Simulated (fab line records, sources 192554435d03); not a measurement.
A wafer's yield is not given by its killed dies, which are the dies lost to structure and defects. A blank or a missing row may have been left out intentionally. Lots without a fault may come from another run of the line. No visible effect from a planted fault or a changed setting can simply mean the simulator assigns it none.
A struck lot beside a sound one -- flow n5Finfet -- 29 out of 1938 route steps
Sound: these wafers, L150.3, L150.4, L150.5. Struck: wafers L142.1, L142.4, L142.5. The cause is given at the end.
For every step that has rows: the tool of each side, followed by ch and its chambers, followed by its first start. Under that, the readings that differ: sound wafers -- struck wafers -- difference of the means -- sigmas: that difference in standard deviations of wafers without a fault.
alike: same words and numbers on both sides, and readings whose means sit less than 2 such deviations apart. not compared: any withheld reading, any reading some wafer has no value for, any bound like >300 that may hide the same value, and any number with overlapping values for which the record gives no deviation.
Wherever a step has rows on one side only, a row that says differs or no value, or a row with sigmas, the two part there. Numbers that have no deviation but don't overlap get no sigmas and don't part them. Lack of a reading on every wafer of one side parts them only where that side has two or more wafers.

N5_BEOL_M6_ETCH_72: etches underlayer in N2/H2, target depth 6.5 nm, time 5.2 s.
  sound on rieDiel-02 ch 1,2,3, day 13 17:13; struck on rieDiel-06 ch 2,3, day 11 20:45
reading,sound,struck,difference,sigmas
throttleValvePct (%),18.33 18.41 17.92,17.44 17.66 17.42,-0.71,-3
  alike: chamberPressureMTorr, drypumpMotorCurrentA, etchRfOnTimeS, oesProductAu, rfVppV, showerheadPlenumPTorr
  not compared: rfHoursCounterH
then, 4 steps without rows for these wafers: N5_BEOL_M6_ETCH_65 (etches SiARC in CF4, target depth 15.6 nm, time 26 s); N5_BEOL_M6_ETCH_66 (etches SOC in N2/H2, target depth 80 nm, overetch 16 nm, time 120 s); N5_BEOL_M6_STRIP_69 (strips in N2/H2); N5_BEOL_M6_STRIP_73 (strips in N2/H2).
N5_BEOL_M6_VIA_ETCH_34: etches SiCOH lowk in C4F6/O2, target depth 126.3 nm, time 50.9 s.
  sound on rieDiel-02 ch 1,2,3, day 13 17:21; struck on rieDiel-06 ch 2,3, day 11 20:54
reading,sound,struck,difference,sigmas
throttleValvePct (%),21.26 21.12 21.00,20.38 20.70 20.38,-0.64,-2
  alike: chamberPressureMTorr, drypumpMotorCurrentA, oes_ar_750_au, oesProductAu, rfVppV, showerheadPlenumPTorr
  not compared: rfHoursCounterH
then, 2 steps without rows for these wafers: N5_BEOL_M6_STRIP_76 (strips in C4F6/O2); N5_BEOL_M6_STRIP_36 (strips in N2/H2).
N5_BEOL_M6_TRENCH_ETCH_37: etches SiCOH lowk in C4F6/O2, target depth 94.435 nm, time 31.5 s.
  sound on rieDiel-02 ch 1,2,3; struck on rieDiel-06 ch 2,3
reading,sound,struck,difference,sigmas
throttleValvePct (%),21.30 21.15 21.04,20.40 20.73 20.41,-0.65,-2
  alike: chamberPressureMTorr, drypumpMotorCurrentA, oes_ar_750_au, oesProductAu, rfVppV, showerheadPlenumPTorr
  not compared: rfHoursCounterH
then, 2 steps without rows for these wafers: N5_BEOL_M6_ETCH_41 (etches SiCN in CH3F/O2, target depth 29.7 nm, time 52 s); N5_BEOL_M6_STRIP_80 (strips in N2/H2, time 10 s).
N5_BEOL_M6_OCD_MEAS_38:
  struck on ocd-01, day 11 21:08; sound on ocd-02, day 13 17:36
  alike: trenchDepthNm
N5_BEOL_M6_HM_STRIP_39: strips TiN in peroxide tin strip, target depth 25 nm, time 158 s.
  sound on wetBench-06 ch 0,1,6, day 13 17:38; struck on wetBench-06 ch 1,6,7, day 11 21:10
  no value came back on the struck wafers for bathGuardTempC (C), bathHeatDutyPct (%); on the sound wafers bathGuardTempC (C) reads 50.4 49.4 50.3
reading,sound,struck,difference,sigmas
model.TiN_of_BEOL_M6_HM_DEP_02.thkNm (nm),0 0 0,16.8 17.2 17.4,+17.1,
then, 1 step without rows for these wafers: N5_BEOL_M6_SRD_40 (time 30 s).
N5_BEOL_M6_PRECLEAN_42: cleans in residue remover, time 60 s.
  sound on wetBench-06 ch 0,1,6, day 13 17:42; struck on wetBench-06 ch 1,6,7, day 11 21:14
reading,sound,struck,difference,sigmas
model.TiN_of_BEOL_M6_HM_DEP_02.thkNm (nm),0 0 0,5.8 6.2 6.4,+6.1,
then, 1 step without rows for these wafers: N5_BEOL_M6_SRD_43 (time 30 s).
N5_BEOL_M6_CD_MEAS_35: target cd 40 nm, target cd y 28 nm.
  struck on cdSem-01, day 11 21:18; sound on cdSem-01, day 13 17:46
  alike: cdNm
N5_BEOL_M6_CURE_75: cures SiCOH lowk, time 120 s.
  sound on uvCure-03 ch 1, day 13 17:54; struck on uvCure-03 ch 1, day 11 21:21
  alike: lampPowerPct, wafer_temp_C_max
then, 2 steps without rows for these wafers: N5_BEOL_M6_DEGAS_44 (time 60 s); N5_BEOL_M6_PRE_CLEAN_45 (time 30 s).
N5_BEOL_M6_ALD_77: deposits TaN, target thk 2 nm, pulse time 2 s, purge time 3 s.
  sound on aldMetal-01 ch 1,2,3, day 13 18:38; struck on aldMetal-03 ch 2,3, day 12 00:00
  alike: heaterPowerW, precursorVesselCarrierSccm
then, 5 steps without rows for these wafers: N5_BEOL_M6_SURFACE_TREAT_79; N5_BEOL_M6_CVD_78 (deposits Co from CCTBA/H2, target thk 2 nm, time 142.3 s); N5_BEOL_M6_SPUTTER_48 (material Cu, target thk 10 nm, time 1.667 s); N5_BEOL_M6_ECD_50 (material Cu, target thk 300 nm); N5_BEOL_M6_ANNEAL_51 (time 90 s).
N5_BEOL_M6_CMP_52: polishes, stops on SiCOH lowk, t overpolish 6.9 s, target thk 80 nm.
  sound on cmp-02 ch 1,3, day 13 19:47; struck on cmp-03 ch 0,1,3, day 12 01:02
reading,sound,struck,difference,sigmas
barrierFieldEndpointS (s),29.5 29.5 30.1,36.8 34.5 36.4,+6.2,+6
  alike: motorCurrentA
  not compared: padLifeWafers
N5_BEOL_M6_THK_MEAS_53: measures by xrf.
  struck on filmMetro-01, day 12 01:20; sound on filmMetro-02, day 13 20:02
  alike: M6_THK
N5_PASSIVATION_PROBE_49:
  rows exist in the record for the sound wafers here (prober-02, day 17 11:47), none for the struck ones

WHERE THEY PART
Last at N5_PASSIVATION_PROBE_49 as far as this record goes, first at N5_BEOL_M6_ETCH_72.

WHY: what the simulator had put in
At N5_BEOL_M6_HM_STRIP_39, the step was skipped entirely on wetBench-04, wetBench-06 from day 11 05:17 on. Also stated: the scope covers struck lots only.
